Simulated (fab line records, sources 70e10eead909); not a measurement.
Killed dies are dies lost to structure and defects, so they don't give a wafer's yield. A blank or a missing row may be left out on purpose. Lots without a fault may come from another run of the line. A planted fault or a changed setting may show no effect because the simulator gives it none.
A struck lot beside a sound one | flow nand_harc | 13 steps out of a route of 1302
Sound: wafers L173.3, L173.4, L173.6. Struck: wafer L187.3. (L187.1, L187.6 of the same lot were not struck and are left out.) The cause comes at the end.
At each step with rows: each side's tool, then ch and its chambers, then its first start. Under that, the readings that differ: sound wafers | struck wafers | difference of the means | sigmas: that difference in standard deviations of wafers without a fault.
alike: readings whose means differ by less than 2 such deviations, and words and numbers that are the same on both sides. not compared: withheld readings, readings that some wafer has no value for, bounds like >300 that may hide the same value, and numbers for which the record gives no deviation and whose values overlap.
The two part at a step that has a row with sigmas, a row that says differs or no value, or rows on one side only. Numbers that don't overlap but have no deviation are shown without sigmas and don't part them. A reading that every wafer of one side lacks parts them only if that side has two wafers or more.

first, 1 step without rows for these wafers: NHARC_A_SLIT_SRD_20.
NHARC_A_SLIT_CD_MEAS_21:
  sound on cd_sem-02, day 20 09:22; struck on cd_sem-02, day 26 03:29
  alike: cd_nm
then, 3 steps without rows for these wafers: NHARC_A_SIN_REMOVE_WET_00 (chemistry H3PO4, time 15300 s); NHARC_A_SIN_REMOVE_PRECLEAN_01 (cleans in SC1); NHARC_A_SIN_REMOVE_SRD_02.
NHARC_A_SIN_REMOVE_INSPECT_04:
  sound on defect_inspect-02, day 20 16:31; struck on defect_inspect-02, day 26 09:54
  alike: raw_defect_count
NHARC_A_WL_FILL_ALD_00: deposits Al2O3, target thk 3 nm, pulse time 3 s, ald cycles 30.
  sound on ald_hk-04 ch 1,2, day 20 16:37; struck on ald_hk-01 ch 3, day 26 10:01
  alike: heater_power_w, precursor_pulse_height_rel
NHARC_A_WL_FILL_RTA_01: time 5 s.
  sound on rtp_anneal-02 ch 0, day 20 16:54; struck on rtp_anneal-01 ch 0, day 26 10:14
  alike: lamp_power_pct, wafer_temp_C_max
NHARC_A_WL_FILL_ALD_02: deposits TiN, target thk 2 nm, pulse time 3 s, ald cycles 100.
  sound on ald_metal-04 ch 2,3, day 20 17:04; struck on ald_metal-03 ch 1, day 26 10:32
  reading            | sound          | struck | difference | sigmas
  heater_power_w (W) | 1052 1168 1030 | 1316   | +233       | +2
  alike: precursor_pulse_height_rel
NHARC_A_WL_FILL_CVD_03: deposits W, target thk 40 nm, time 279 s.
  sound on cvd_w-01 ch 0,1, day 20 17:36; struck on cvd_w-02 ch 1, day 26 10:56
  alike: heater_power_w, throttle_valve_pct
NHARC_A_WL_FILL_ETCHBACK_04: etches the open film in NF3, target depth 60 nm, time 120 s.
  sound on rie_metal-01 ch 0,1, day 20 17:56; struck on rie_metal-02 ch 0, day 26 11:17
  reading                     | sound             | struck | difference | sigmas
  drypump_motor_current_A (A) | 5.4 5.5 5.3       | 6.8    | +1.4       | +3
  run_length_s (s)            | 141.9 141.4 142.1 | 166.4  | +24.6      | +38
  alike: oes_product_au
  not compared: rf_hours_counter_h
NHARC_A_WL_FILL_ETCHBACK_05: etches the open film in Cl2/BCl3, target depth 22 nm, time 60 s.
  sound on rie_metal-01 ch 0,1, day 20 18:08; struck on rie_metal-02 ch 0, day 26 11:30
  reading                     | sound       | struck | difference | sigmas
  drypump_motor_current_A (A) | 5.3 5.5 5.5 | 6.8    | +1.4       | +3
  alike: oes_product_au, run_length_s
  not compared: rf_hours_counter_h
NHARC_END_SORT_01:
  the record has rows for the sound wafers here (prober-01 ch 0, day 25 06:04) and none for the struck ones

WHERE THEY PART
First at NHARC_A_WL_FILL_ALD_02; last, within this record, at NHARC_END_SORT_01.

WHY: what the simulator had put in
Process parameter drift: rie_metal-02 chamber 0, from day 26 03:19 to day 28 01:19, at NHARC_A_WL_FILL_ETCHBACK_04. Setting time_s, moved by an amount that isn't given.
